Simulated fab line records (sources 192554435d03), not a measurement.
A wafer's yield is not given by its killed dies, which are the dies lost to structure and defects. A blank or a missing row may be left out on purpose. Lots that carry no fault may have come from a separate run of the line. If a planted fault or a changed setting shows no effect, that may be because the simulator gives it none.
fab line records ; flow n5Finfet
record lots=12; wafers=32; lastDay=18
route steps=1938 shown BEOL_M11@1571 PASSIVATION@1936
lots that met no fault: taken from a fault-free run of the same line
startH: hours from the record's first day to the start of the lot's first wafer shown ; waitH: hours elapsed since this lot's preceding step ; " unchanged from the row above ; L1.1+2: a single row standing in for several wafers ; - no value, or no start given ; * or withheld: withheld ; < > ~ a bound
route shown NAME@n: names a module that has steps shown in the file, with the first one's number in the route ; usual: mean/standard deviation of fault-free wafers ; same: alike in all rows ; chamber/n: place in a boat ; sites: per-site readings ; _std_site: the standard deviation of these ; _edge_site: mean of outer sites minus mean of inner sites ; radiusMm: for every site, how far away it sits from the centre of the wafer ; mask NAME#n: copy n ; behind: tool/chamber where the wafer was last shaped ; hold: the reason the lot was held/the length of the hold in hours/how it ended ; device: the n, p or np transistor that did not switch ; end of line: tests run on the same wafers once the route is complete ; step lacking rows: just its recipe ; killed: dies lost to structure and defects at the first sort, not the wafer's yield ; map: a wafer's dies, marking killed ones x, the rest . and places with no die _
set.NAME: the setting as run; set.NAME@STEP: as run at that earlier step ; model.NAME: the simulator's own value behind a step, which no gauge read
the route's steps for a sample of lots (tables are steps, rows are wafers)
services: when a tool's chamber went out of use (startH, in hours from the record's first day, below 0 if earlier), for how many hours, and the reason
## steps
# step N5_BEOL_M11_DESCUM_33
# recipe chemistry=O2; timeS=7.9; sourcePowerW=50; biasPowerW=20; pressureMtorr=20; rfFrequencyHz=2.712e+07; tempC=40; resist=CAR-ArF; o2FlowSccm=225
# usual drypumpMotorCurrentA=5.8/0.35; oesProductAu=0.82/0.083; rfVppV=243.8/1.3; showerheadPlenumPTorr=2.14/0.069; throttleValvePct=20.43/0.22
lot.wafer;tool;chamber;startH;waitH;drypumpMotorCurrentA;oesProductAu;rfHoursCounterH;rfVppV;showerheadPlenumPTorr;throttleValvePct
L894.2;rieDiel-04;3;260.16;0.2;5.4;0.82;86;242.3;2.12;20.17
L894.4;rieDiel-04;0;260.16;0.2;6.3;1.01;-;244.6;2.25;20.50
L894.6;rieDiel-04;2;260.16;0.2;5.4;0.76;-;245.2;2.21;20.70
L898.3;rieDiel-04;1;276.07;0.0;5.8;1.01;1;242.7;2.04;20.14
L898.4;rieDiel-04;0;276.07;0.0;6.3;0.97;8;245.0;2.25;20.51
L898.6;rieDiel-04;2;276.07;0.0;5.4;0.76;-;244.4;2.21;20.71
L897.3;rieDiel-02;3;276.37;0.0;5.9;0.86;67;242.9;2.14;20.46
L897.4;rieDiel-02;2;276.37;0.0;5.2;0.87;-;243.0;2.12;20.39
L897.5;rieDiel-02;1;276.37;0.0;5.9;0.72;-;242.3;2.08;20.68
L900.2;rieDiel-02;3;281.06;0.5;5.9;0.85;69;245.5;2.14;20.45
L900.3;rieDiel-02;2;281.06;0.5;5.2;0.86;56;242.8;2.12;20.38
L900.5;rieDiel-02;2;281.06;0.5;5.3;0.86;-;242.7;2.12;20.40
L893.1;rieDiel-06;0;281.37;0.6;5.8;0.85;60;243.8;2.14;20.20
L893.5;rieDiel-06;0;281.37;0.6;5.8;0.85;-;243.9;2.14;20.20
L893.6;rieDiel-06;3;281.37;0.6;5.9;0.80;-;241.6;2.02;20.79
L901.1;rieDiel-04;1;282.74;0.3;5.8;0.98;3;242.8;2.04;20.14
L901.2;rieDiel-04;3;282.74;0.3;5.4;0.81;96;243.7;2.12;20.20
L901.4;rieDiel-04;0;282.74;0.3;6.3;0.96;10;245.3;2.25;20.51
L903.1;rieDiel-06;3;299.00;0.0;5.9;0.79;103;242.3;2.01;20.79
L903.2;rieDiel-06;1;299.00;0.0;5.9;0.92;28;246.0;2.20;20.18
L903.6;rieDiel-06;2;299.00;0.0;5.9;0.73;-;243.3;2.20;20.32
L909.4;rieDiel-02;1;354.41;0.4;5.9;0.70;201;243.6;2.07;20.72
L909.5;rieDiel-02;2;354.41;0.4;5.2;0.83;-;242.5;2.11;20.42
L911.3;rieDiel-02;0;356.01;0.0;6.5;0.93;22;245.9;2.21;20.10
L911.6;rieDiel-02;1;356.01;0.0;5.9;0.69;-;243.4;2.07;20.72
L912.6;rieDiel-02;3;374.27;0.0;5.9;0.81;-;242.9;2.13;20.50
L914.2;rieDiel-02;1;382.80;0.3;5.9;0.70;212;243.6;2.07;20.75
L914.3;rieDiel-02;0;382.80;0.3;6.5;0.92;31;245.7;2.20;20.12
L914.4;rieDiel-02;2;382.80;0.3;5.3;0.83;89;242.8;2.11;20.44
L916.2;rieDiel-06;1;390.78;0.0;5.9;0.87;56;245.0;2.19;20.23
L916.4;rieDiel-06;2;390.78;0.0;5.9;0.70;-;244.7;2.18;20.36
L916.5;rieDiel-06;0;390.78;0.0;5.9;0.81;-;242.3;2.13;20.25
# step N5_BEOL_M11_STRIP_36
# recipe chemistry=N2/H2; powerW=450; tempC=40; pressureMtorr=20; rfFrequencyHz=6e+07; overashFraction=0.3; biasPowerW=7; h2Frac=0.5; n2FlowSccm=200; h2FlowSccm=200
# usual drypumpMotorCurrentA=5.8/0.35; oesProductAu=0.82/0.084; rfVppV=59.4/1.7; showerheadPlenumPTorr=2.59/0.078; throttleValvePct=23.7/0.31
lot.wafer;tool;chamber;startH;waitH;drypumpMotorCurrentA;oesProductAu;rfHoursCounterH;rfVppV;showerheadPlenumPTorr;throttleValvePct
L894.2;rieDiel-04;3;260.43;0.0;5.4;0.80;86;61.7;2.58;23.7
L894.4;rieDiel-04;0;260.43;0.0;6.3;0.99;-;58.7;2.72;23.8
L894.6;rieDiel-04;2;260.43;0.0;5.4;0.76;-;59.5;2.66;23.7
L898.3;rieDiel-04;1;276.34;0.0;5.8;1.02;1;59.9;2.50;23.6
L898.4;rieDiel-04;0;276.34;0.0;6.3;0.97;8;58.3;2.72;23.8
L898.6;rieDiel-04;2;276.34;0.0;5.4;0.75;-;63.4;2.66;23.7
L897.3;rieDiel-02;3;276.64;0.0;5.9;0.85;67;61.0;2.58;23.6
L897.4;rieDiel-02;2;276.64;0.0;5.2;0.87;-;60.3;2.58;23.7
L897.5;rieDiel-02;1;276.64;0.0;5.9;0.73;-;57.5;2.52;24.2
L900.2;rieDiel-02;3;281.34;0.0;5.9;0.85;69;58.6;2.58;23.6
L900.3;rieDiel-02;2;281.34;0.0;5.2;0.85;56;63.3;2.58;23.7
L900.5;rieDiel-02;2;281.34;0.0;5.2;0.87;-;59.2;2.58;23.7
L893.1;rieDiel-06;0;281.64;0.0;5.9;0.84;60;60.6;2.57;23.2
L893.5;rieDiel-06;0;281.64;0.0;5.8;0.83;-;60.2;2.57;23.2
L893.6;rieDiel-06;3;281.64;0.0;5.9;0.81;-;58.9;2.46;24.4
L901.1;rieDiel-04;1;283.01;0.0;5.8;0.97;3;60.2;2.50;23.6
L901.2;rieDiel-04;3;283.01;0.0;5.4;0.79;96;59.5;2.57;23.7
L901.4;rieDiel-04;0;283.01;0.0;6.3;0.94;10;58.1;2.72;23.7
L903.1;rieDiel-06;3;299.27;0.0;5.8;0.80;103;59.3;2.46;24.4
L903.2;rieDiel-06;1;299.27;0.0;5.9;0.91;28;58.1;2.69;23.6
L903.6;rieDiel-06;2;299.27;0.0;5.9;0.70;-;60.6;2.64;23.5
L909.4;rieDiel-02;1;354.68;0.0;5.9;0.71;201;57.3;2.52;24.2
L909.5;rieDiel-02;2;354.68;0.0;5.2;0.84;-;59.8;2.57;23.8
L911.3;rieDiel-02;0;356.28;0.0;6.6;0.95;22;58.2;2.69;23.6
L911.6;rieDiel-02;1;356.28;0.0;5.9;0.70;-;60.1;2.51;24.2
L912.6;rieDiel-02;3;374.54;0.0;5.9;0.81;-;57.8;2.57;23.7
L914.2;rieDiel-02;1;383.07;0.0;5.9;0.71;212;62.5;2.51;24.3
L914.3;rieDiel-02;0;383.07;0.0;6.5;0.92;32;61.4;2.69;23.6
L914.4;rieDiel-02;2;383.07;0.0;5.3;0.83;89;57.4;2.57;23.8
L916.2;rieDiel-06;1;391.06;0.0;6.0;0.88;56;58.4;2.68;23.7
L916.4;rieDiel-06;2;391.06;0.0;6.0;0.70;-;58.8;2.63;23.5
L916.5;rieDiel-06;0;391.06;0.0;5.8;0.81;-;60.0;2.56;23.2
# step N5_BEOL_M11_OCD_MEAS_38
# usual trenchDepthNm=148/3.9
lot.wafer;tool;chamber;startH;waitH;trenchDepthNm
L894.2;ocd-01;-;260.65;-;154
L894.4;ocd-01;-;260.65;-;152
L894.6;ocd-01;-;260.65;-;150
L898.3;ocd-01;-;276.57;-;149
L898.4;ocd-01;-;276.57;-;155
L898.6;ocd-01;-;276.57;-;151
L897.3;ocd-02;-;276.86;-;146
L897.4;ocd-02;-;276.86;-;144
L897.5;ocd-02;-;276.86;-;145
L900.2;ocd-01;-;281.56;-;146
L900.3;ocd-01;-;281.56;-;144
L900.5;ocd-01;-;281.56;-;145
L893.1;ocd-01;-;281.87;-;151
L893.5;ocd-01;-;281.87;-;151
L893.6;ocd-01;-;281.87;-;147
L901.1;ocd-02;-;283.24;-;152
L901.2;ocd-02;-;283.24;-;156
L901.4;ocd-02;-;283.24;-;154
L903.1;ocd-01;-;299.49;-;144
L903.2;ocd-01;-;299.49;-;148
L903.6;ocd-01;-;299.49;-;144
L909.4;ocd-01;-;354.91;-;142
L909.5;ocd-01;-;354.91;-;145
L911.3;ocd-02;-;356.50;-;154
L911.6;ocd-02;-;356.50;-;142
L912.6;ocd-02;-;374.75;-;145
L914.2;ocd-02;-;383.29;-;143
L914.3;ocd-02;-;383.29;-;156
L914.4;ocd-02;-;383.29;-;146
L916.2;ocd-02;-;391.28;-;147
L916.4;ocd-02;-;391.28;-;144
L916.5;ocd-02;-;391.28;-;152
# step N5_BEOL_M11_CVD_75
# recipe material=Co; targetThkA=20; tempC=withheld; precursor=CCTBA/H2; pressureTorr=30; timeS=138.9
# usual runLengthS=161.9/0.65
lot.wafer;tool;chamber;startH;waitH;runLengthS
L894.2;cvdCo-01;0;261.99;0.0;162.3
L894.4;cvdCo-01;2;261.99;0.0;162.0
L894.6;cvdCo-01;1;261.99;0.0;161.1
L898.3;cvdCo-02;1;278.08;0.1;162.7
L898.4;cvdCo-02;2;278.08;0.1;161.8
L898.6;cvdCo-02;1;278.08;0.1;162.4
L897.3;cvdCo-02;1;278.19;0.0;162.4
L897.4;cvdCo-02;2;278.19;0.0;161.0
L897.5;cvdCo-02;1;278.19;0.0;162.8
L900.2;cvdCo-02;0;282.61;0.0;162.3
L900.3;cvdCo-02;2;282.61;0.0;161.1
L900.5;cvdCo-02;2;282.61;0.0;161.4
L893.1;cvdCo-01;2;283.09;0.3;162.5
L893.5;cvdCo-01;0;283.09;0.3;161.8
L893.6;cvdCo-01;2;283.09;0.3;161.7
L901.1;cvdCo-01;1;285.81;0.0;161.1
L901.2;cvdCo-01;0;285.81;0.0;162.3
L901.4;cvdCo-01;0;285.81;0.0;162.4
L903.1;cvdCo-01;0;301.18;0.1;162.8
L903.2;cvdCo-01;2;301.18;0.1;162.1
L903.6;cvdCo-01;2;301.18;0.1;162.2
L909.4;cvdCo-01;1;357.48;0.4;158.9
L909.5;cvdCo-01;2;357.48;0.4;162.0
L911.3;cvdCo-01;2;357.64;0.2;162.7
L911.6;cvdCo-01;2;357.64;0.2;162.1
L912.6;cvdCo-01;0;376.15;0.3;162.2
L914.2;cvdCo-02;1;385.86;0.1;163.4
L914.3;cvdCo-02;2;385.86;0.1;161.2
L914.4;cvdCo-02;2;385.86;0.1;161.4
L916.2;cvdCo-02;1;392.78;0.1;162.7
L916.4;cvdCo-02;0;392.78;0.1;162.0
L916.5;cvdCo-02;2;392.78;0.1;161.5
# step N5_PASSIVATION_PROBE_49
# usual defectLimitedYield=91.7/1.5; killed_at_M0_to_M3=32/10; killed_at_M4_up=14/5.3; killedAtContacts=13/5.7; killedAtFrontEnd=37/10; killedAtOther=3.3/2.5; killedDies=98/18; killedOnRim=13/3.6; killedOpen=65/13; killedShort=31/7.5; sort_bin_5_function=4.9/0.91; sort_bin_6_memory=3.1/0.71; sort_bin_8_speed=0.00/0.017; sortNPass=1082/18; sortYieldPct=91.7/1.5
# same grossDies=1180; killedAtBackSide=0; sort_bin_4_leakage[%]=0
lot.wafer;tool;chamber;startH;waitH;defectLimitedYield[%];killed_at_M0_to_M3;killed_at_M4_up;killedAtContacts;killedAtFrontEnd;killedAtOther;killedDies;killedOnRim;killedOpen;killedShort;sort_bin_5_function[%];sort_bin_6_memory[%];sort_bin_8_speed[%];sortNPass;sortYieldPct[%]
L894.2;prober-02;-;301.95;0.1;94.3;15;19;6;25;2;67;7;44;22;3.2;2.4;0;1113;94.3
L894.4;prober-02;-;302.05;0.2;92.2;17;14;4;46;11;92;12;68;23;4.7;3.0;0;1088;92.2
L894.6;prober-02;-;302.15;0.3;92.5;21;14;12;38;4;89;13;59;30;4.5;2.9;0;1091;92.5
L898.3;prober-01;-;316.77;0.1;91.9;29;8;12;43;4;96;8;68;27;4.2;3.5;0;1084;91.9
L898.4;prober-01;-;316.82;0.2;93.2;31;13;13;22;1;80;10;51;25;4.1;2.3;0;1100;93.2
L898.6;prober-01;-;316.92;0.3;91.8;29;21;18;24;5;97;14;72;24;5.2;3.0;0;1083;91.8
L897.3;prober-01;-;322.60;0.1;92.6;33;10;6;36;2;87;8;59;28;4.2;3.0;0;1093;92.6
L897.4;prober-01;-;322.65;0.2;92.0;28;17;16;32;1;94;13;69;22;4.3;3.5;0;1086;92.0
L897.5;prober-01;-;322.70;0.2;90.8;43;9;13;44;0;109;14;81;27;5.3;4.0;0;1071;90.8
L900.2;prober-02;-;331.64;0.1;88.9;52;31;7;36;5;131;17;85;46;6.8;3.8;0;1049;88.9
L900.3;prober-02;-;331.69;0.1;89.8;40;12;17;46;5;120;15;81;39;6.0;3.9;0;1060;89.8
L900.5;prober-02;-;331.79;0.2;91.8;30;12;15;38;2;97;14;66;30;4.6;3.5;0;1083;91.8
L893.1;prober-01;-;331.77;0.0;90.6;34;18;11;44;4;111;14;80;28;5.0;4.1;0.08;1069;90.6
L893.5;prober-01;-;331.97;0.2;92.4;13;29;11;34;3;90;8;62;26;4.7;2.7;0;1090;92.4
L893.6;prober-01;-;332.02;0.3;91.9;13;20;9;50;3;95;10;68;25;3.9;4.1;0;1085;91.9
L901.1;prober-01;-;332.95;0.0;92.3;32;10;10;39;0;91;14;60;30;4.8;2.5;0;1089;92.3
L901.2;prober-01;-;333.00;0.1;91.5;31;12;9;48;0;100;18;59;41;5.4;2.7;0;1080;91.5
L901.4;prober-01;-;333.10;0.2;93.0;27;9;6;39;2;83;10;43;39;3.5;3.3;0;1097;93.0
L903.1;prober-02;-;337.00;0.0;91.7;35;8;16;38;1;98;14;72;25;4.7;3.3;0;1082;91.7
L903.2;prober-02;-;337.05;0.1;88.0;51;23;30;36;2;142;14;96;44;6.1;5.8;0;1038;88.0
L903.6;prober-02;-;337.25;0.3;90.5;33;10;28;36;5;112;20;76;31;5.5;3.2;0;1068;90.5
L909.4;prober-01;-;397.65;0.2;92.1;28;8;22;35;0;93;20;66;26;4.9;2.7;0;1087;92.1
L909.5;prober-01;-;397.70;0.2;89.7;46;8;12;55;1;122;15;88;32;6.1;4.0;0;1058;89.7
L911.3;prober-02;-;399.07;0.1;94.7;26;10;13;11;3;63;7;42;21;3.1;2.0;0;1117;94.7
L911.6;prober-02;-;399.22;0.3;91.9;32;11;12;38;2;95;16;66;29;4.7;3.4;0;1085;91.9
L912.6;prober-01;-;416.43;0.3;90.8;26;16;7;46;13;108;12;68;35;5.7;3.1;0;1072;90.8
L914.2;prober-02;-;428.52;0.1;91.3;28;16;10;44;5;103;17;74;29;5.1;3.3;0;1077;91.3
L914.3;prober-02;-;428.57;0.1;89.9;47;11;10;48;3;119;16;82;33;5.3;4.2;0;1061;89.9
L914.4;prober-02;-;428.62;0.2;90.0;39;20;9;46;4;118;12;85;33;5.8;4.1;0;1062;90.0
L916.2;prober-01;-;432.68;0.1;94.7;17;17;7;22;0;63;8;44;19;3.5;1.8;0;1117;94.7
L916.4;prober-01;-;432.78;0.2;92.9;22;13;18;28;3;84;11;64;19;4.3;2.5;0;1096;92.9
L916.5;prober-01;-;432.83;0.2;92.4;29;25;14;21;1;90;8;53;37;4.7;2.8;0;1090;92.4
# killed by level:class
L894.2 BEOL_M5:geometricParticle:open=9 STI_FIN_REVEAL:geometricParticle:open=8 GATE_CUT:geometricParticle:short=6 BEOL_M0_SAQP:geometricParticle:short=6 GATE_CUT:geometricParticle:open=5 MOL_CONTACT_COAG:geometricParticle:open=4 BEOL_M3:geometricParticle:open=4 DUMMY_GATE:geometricParticle:open=3
L894.4 STI_FIN_REVEAL:geometricParticle:open=20 DUMMY_GATE:geometricParticle:open=5 BEOL_M4:geometricParticle:open=5 MIM_TOP:geometricParticle:open=4 MOL_CONTACT_COAG:geometricParticle:open=4 BEOL_M0_SAQP:geometricParticle:short=4 BEOL_M3:geometricParticle:open=4 MIM_TOP:geometricParticle:short=4
L894.6 MOL_CONTACT_COAG:geometricParticle:open=12 GATE_CUT:geometricParticle:short=9 BEOL_M0_SAQP:geometricParticle:short=8 STI_FIN_REVEAL:geometricParticle:open=6 BEOL_M4:geometricParticle:open=6 STARTING-WAFER:geometricParticle:open=6 FIN_SAQP:geometricParticle:short=5 FIN_SAQP:geometricParticle:open=4
L898.3 FIN_SAQP:geometricParticle:open=13 MOL_CONTACT_COAG:geometricParticle:open=11 BEOL_M1:geometricParticle:open=10 STI_FIN_REVEAL:geometricParticle:open=8 FIN_SAQP:geometricParticle:short=7 DUMMY_GATE:geometricParticle:open=7 BEOL_M0_SAQP:geometricParticle:open=4 BEOL_M7:geometricParticle:open=4
L898.4 MOL_CONTACT_COAG:geometricParticle:open=11 BEOL_M2:geometricParticle:open=8 FIN_SAQP:geometricParticle:short=6 BEOL_M1:geometricParticle:open=6 BEOL_M0_SAQP:geometricParticle:short=4 BEOL_M2:geometricParticle:short=4 FIN_SAQP:geometricParticle:open=3 DUMMY_GATE:geometricParticle:open=3
L898.6 BEOL_M2:geometricParticle:open=19 BEOL_M4:geometricParticle:open=10 MOL_CONTACT_COAG:geometricParticle:short=9 MOL_CONTACT_COAG:geometricParticle:open=9 FIN_SAQP:geometricParticle:open=7 BEOL_M1:geometricParticle:open=5 BEOL_M5:geometricParticle:open=4 BEOL_M3:geometricParticle:open=3
L897.3 BEOL_M2:geometricParticle:open=12 FIN_SAQP:geometricParticle:open=8 FIN_SAQP:geometricParticle:short=6 MOL_CONTACT_COAG:geometricParticle:open=6 BEOL_M1:geometricParticle:open=6 BEOL_M0_SAQP:geometricParticle:short=5 BEOL_M4:geometricParticle:open=5 DUMMY_GATE:geometricParticle:open=4
L897.4 MOL_CONTACT_COAG:geometricParticle:open=11 BEOL_M2:geometricParticle:open=10 BEOL_M4:geometricParticle:open=9 STI_FIN_REVEAL:geometricParticle:open=8 FIN_SAQP:geometricParticle:open=7 MOL_CONTACT_COAG:geometricParticle:short=5 BEOL_M0_SAQP:geometricParticle:open=5 BEOL_M1:geometricParticle:short=4
L897.5 FIN_SAQP:geometricParticle:open=17 BEOL_M1:geometricParticle:open=14 BEOL_M2:geometricParticle:open=11 MOL_CONTACT_COAG:geometricParticle:open=10 FIN_SAQP:geometricParticle:short=7 GATE_CUT:geometricParticle:open=6 BEOL_M2:geometricParticle:short=5 BEOL_M4:geometricParticle:open=5
L900.2 BEOL_M0_SAQP:geometricParticle:short=17 BEOL_M1:geometricParticle:open=10 BEOL_M4:geometricParticle:open=10 BEOL_M0_SAQP:geometricParticle:open=9 MOL_CONTACT_COAG:geometricParticle:open=7 BEOL_M3:geometricParticle:open=7 BEOL_M5:geometricParticle:open=6 STARTING-WAFER:geometricParticle:open=6
L900.3 MOL_CONTACT_COAG:geometricParticle:open=14 BEOL_M0_SAQP:geometricParticle:short=13 BEOL_M2:geometricParticle:open=9 FIN_SAQP:geometricParticle:open=8 STI_FIN_REVEAL:geometricParticle:open=8 DUMMY_GATE:geometricParticle:open=8 BEOL_M1:geometricParticle:open=6 BEOL_M4:geometricParticle:open=6
L893.1 FIN_SAQP:geometricParticle:open=11 BEOL_M4:geometricParticle:open=11 MOL_CONTACT_COAG:geometricParticle:open=9 BEOL_M1:geometricParticle:open=9 STI_FIN_REVEAL:geometricParticle:open=8 DUMMY_GATE:geometricParticle:open=6 BEOL_M0_SAQP:geometricParticle:open=6 BEOL_M2:geometricParticle:short=6
L900.5 STI_FIN_REVEAL:geometricParticle:open=12 MOL_CONTACT_COAG:geometricParticle:open=10 BEOL_M2:geometricParticle:open=9 GATE_CUT:geometricParticle:short=8 BEOL_M0_SAQP:geometricParticle:short=8 BEOL_M3:geometricParticle:open=6 MOL_CONTACT_COAG:geometricParticle:short=5 BEOL_M4:geometricParticle:open=5
L893.5 BEOL_M4:geometricParticle:open=12 FIN_SAQP:geometricParticle:short=7 FIN_SAQP:geometricParticle:open=7 STI_FIN_REVEAL:geometricParticle:open=7 MOL_CONTACT_COAG:geometricParticle:open=7 BEOL_M5:geometricParticle:open=7 MOL_CONTACT_COAG:geometricParticle:short=4 BEOL_M3:geometricParticle:open=4
L893.6 BEOL_M4:geometricParticle:open=12 STI_FIN_REVEAL:geometricParticle:open=11 DUMMY_GATE:geometricParticle:open=11 MOL_CONTACT_COAG:geometricParticle:open=8 FIN_SAQP:geometricParticle:open=7 FIN_SAQP:geometricParticle:short=5 BEOL_M4:geometricParticle:short=4 BEOL_M1:geometricParticle:short=3
L901.1 FIN_SAQP:geometricParticle:short=13 BEOL_M3:geometricParticle:open=9 STI_FIN_REVEAL:geometricParticle:open=8 MOL_CONTACT_COAG:geometricParticle:open=8 BEOL_M1:geometricParticle:open=7 FIN_SAQP:geometricParticle:open=5 BEOL_M0_SAQP:geometricParticle:open=4 BEOL_M0_SAQP:geometricParticle:short=4
L901.2 FIN_SAQP:geometricParticle:short=17 STI_FIN_REVEAL:geometricParticle:open=10 BEOL_M0_SAQP:geometricParticle:short=9 FIN_SAQP:geometricParticle:open=8 BEOL_M0_SAQP:geometricParticle:open=8 MOL_CONTACT_COAG:geometricParticle:open=7 BEOL_M2:geometricParticle:open=7 BEOL_M4:geometricParticle:open=5
L901.4 FIN_SAQP:geometricParticle:short=10 STI_FIN_REVEAL:geometricParticle:open=9 MOL_CONTACT_COAG:geometricParticle:open=6 BEOL_M0_SAQP:geometricParticle:short=6 GATE_CUT:geometricParticle:short=4 STARTING-WAFER:geometricParticle:short=4 FIN_SAQP:geometricParticle:open=3 BEOL_M0_SAQP:geometricParticle:open=3
L903.1 MOL_CONTACT_COAG:geometricParticle:open=11 STI_FIN_REVEAL:geometricParticle:open=9 DUMMY_GATE:geometricParticle:open=9 BEOL_M1:geometricParticle:open=8 BEOL_M2:geometricParticle:open=7 BEOL_M3:geometricParticle:open=6 FIN_SAQP:geometricParticle:open=5 MOL_CONTACT_COAG:geometricParticle:short=5
L903.2 MOL_CONTACT_COAG:geometricParticle:open=22 BEOL_M3:geometricParticle:open=17 BEOL_M4:geometricParticle:open=11 MOL_CONTACT_COAG:geometricParticle:short=8 BEOL_M1:geometricParticle:open=7 GATE_CUT:geometricParticle:short=7 BEOL_M0_SAQP:geometricParticle:short=6 BEOL_M2:geometricParticle:open=6
L903.6 MOL_CONTACT_COAG:geometricParticle:open=24 DUMMY_GATE:geometricParticle:open=7 BEOL_M4:geometricParticle:open=7 BEOL_M0:geometricParticle:open=6 BEOL_M1:geometricParticle:open=6 BEOL_M2:geometricParticle:open=6 BEOL_M0_SAQP:geometricParticle:short=5 BEOL_M3:geometricParticle:open=5
L909.4 MOL_CONTACT_COAG:geometricParticle:open=18 BEOL_M2:geometricParticle:open=10 GATE_CUT:geometricParticle:short=8 FIN_SAQP:geometricParticle:open=7 FIN_SAQP:geometricParticle:short=5 GATE_CUT:geometricParticle:open=5 BEOL_M0:geometricParticle:open=4 BEOL_M0_SAQP:geometricParticle:open=4
L909.5 FIN_SAQP:geometricParticle:open=22 STI_FIN_REVEAL:geometricParticle:open=13 BEOL_M3:geometricParticle:open=11 MOL_CONTACT_COAG:geometricParticle:open=10 BEOL_M0_SAQP:geometricParticle:open=10 BEOL_M0_SAQP:geometricParticle:short=9 FIN_SAQP:geometricParticle:short=7 BEOL_M3:geometricParticle:short=6
L911.3 MOL_CONTACT_COAG:geometricParticle:open=11 BEOL_M2:geometricParticle:open=7 BEOL_M4:geometricParticle:open=6 BEOL_M0_SAQP:geometricParticle:short=5 BEOL_M0_SAQP:geometricParticle:open=5 DUMMY_GATE:geometricParticle:open=4 BEOL_M1:geometricParticle:open=3 FIN_SAQP:geometricParticle:short=2
L911.6 STI_FIN_REVEAL:geometricParticle:open=16 BEOL_M2:geometricParticle:open=10 MOL_CONTACT_COAG:geometricParticle:open=9 BEOL_M0_SAQP:geometricParticle:open=7 BEOL_M4:geometricParticle:open=7 BEOL_M0_SAQP:geometricParticle:short=5 GATE_CUT:geometricParticle:short=4 BEOL_M1:geometricParticle:open=4
L912.6 STI_FIN_REVEAL:geometricParticle:open=11 GATE_CUT:geometricParticle:short=8 MOL_CONTACT_COAG:geometricParticle:open=7 BEOL_M1:geometricParticle:open=6 BEOL_M0_SAQP:geometricParticle:short=6 BEOL_M5:geometricParticle:open=6 BEOL_M0_SAQP:geometricParticle:open=5 BEOL_M3:geometricParticle:open=5
L914.2 STI_FIN_REVEAL:geometricParticle:open=14 MOL_CONTACT_COAG:geometricParticle:open=8 BEOL_M3:geometricParticle:open=7 BEOL_M4:geometricParticle:open=6 STI_FIN_REVEAL:geometricParticle:short=5 BEOL_M0_SAQP:geometricParticle:open=5 DUMMY_GATE:geometricParticle:open=4 BEOL_M2:geometricParticle:open=4
L914.3 STI_FIN_REVEAL:geometricParticle:open=13 BEOL_M3:geometricParticle:open=13 BEOL_M2:geometricParticle:open=10 DUMMY_GATE:geometricParticle:open=8 MOL_CONTACT_COAG:geometricParticle:open=8 BEOL_M0_SAQP:geometricParticle:open=6 GATE_CUT:geometricParticle:short=5 BEOL_M0_SAQP:geometricParticle:short=5
L914.4 STI_FIN_REVEAL:geometricParticle:open=15 BEOL_M2:geometricParticle:open=11 MOL_CONTACT_COAG:geometricParticle:open=9 FIN_SAQP:geometricParticle:open=8 BEOL_M1:geometricParticle:open=7 BEOL_M0_SAQP:geometricParticle:short=6 FIN_SAQP:geometricParticle:short=5 BEOL_M4:geometricParticle:open=5
L916.2 BEOL_M4:geometricParticle:open=13 ILD0:geometricParticle:short=5 MOL_CONTACT_COAG:geometricParticle:open=5 BEOL_M3:geometricParticle:open=5 ILD0:geometricParticle:open=4 BEOL_M0_SAQP:geometricParticle:short=4 STI_FIN_REVEAL:geometricParticle:open=3 DUMMY_GATE:geometricParticle:open=3
L916.4 MOL_CONTACT_COAG:geometricParticle:open=16 BEOL_M1:geometricParticle:open=8 BEOL_M2:geometricParticle:open=6 BEOL_M4:geometricParticle:open=5 STI_FIN_REVEAL:geometricParticle:open=4 DUMMY_GATE:geometricParticle:open=4 GATE_CUT:geometricParticle:short=4 BEOL_M0_SAQP:geometricParticle:open=4
L916.5 BEOL_M4:geometricParticle:open=15 BEOL_M0_SAQP:geometricParticle:short=9 MOL_CONTACT_COAG:geometricParticle:open=8 FIN_SAQP:geometricParticle:short=7 MOL_CONTACT_COAG:geometricParticle:short=6 BEOL_M2:geometricParticle:open=5 BEOL_M3:geometricParticle:open=5 ILD0:geometricParticle:short=4
## services
tool;chamber;startH;hours;kind
rieDiel-04;1;256.49;-;clean
rieDiel-04;1;256.49;-;consumableReplace:focusRing
rieDiel-04;1;256.49;17.6;scheduledDown
rieDiel-04;1;256.49;17.6;ventCycle
rieDiel-06;1;256.96;4.2;repair
rieDiel-02;0;265.89;-;clean
rieDiel-02;0;265.89;-;consumableReplace:focusRing
rieDiel-02;0;265.89;-;consumableReplace:showerhead
rieDiel-02;0;265.89;15.8;scheduledDown
rieDiel-02;0;265.89;15.8;ventCycle
rieDiel-06;-;301.29;2.1;repair
cvdCo-02;1;333.33;-;clean
cvdCo-02;1;333.33;22.0;scheduledDown
cvdCo-02;1;333.33;22.0;ventCycle
rieDiel-02;-;350.76;0.6;repair
rieDiel-04;-;369.49;0.5;repair
rieDiel-06;3;382.22;3.5;repair
rieDiel-06;3;387.36;10.5;repair
## key
firstSign step=N5_BEOL_M11_CVD_75; reading=runLengthS; direction=down; sigmas=4.6; usual=*; struck=*
effect none on later readings
metAt N5_BEOL_M11_CVD_75
struckLots L909
struckWafers L909.4
notActingAt N5_BEOL_M11_DESCUM_33,N5_BEOL_M11_STRIP_36,N5_BEOL_M11_OCD_MEAS_38
onsetBetween 301.18 357.48
fault kind=processParameterDrift; tool=cvdCo-01; chamber=-; onsetH=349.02; steps=N5_BEOL_M11_CVD_75; channel=timeS; offset=*; shape=step; endH=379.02; scope=struckWafersOnly; actsIn=*; stated=*
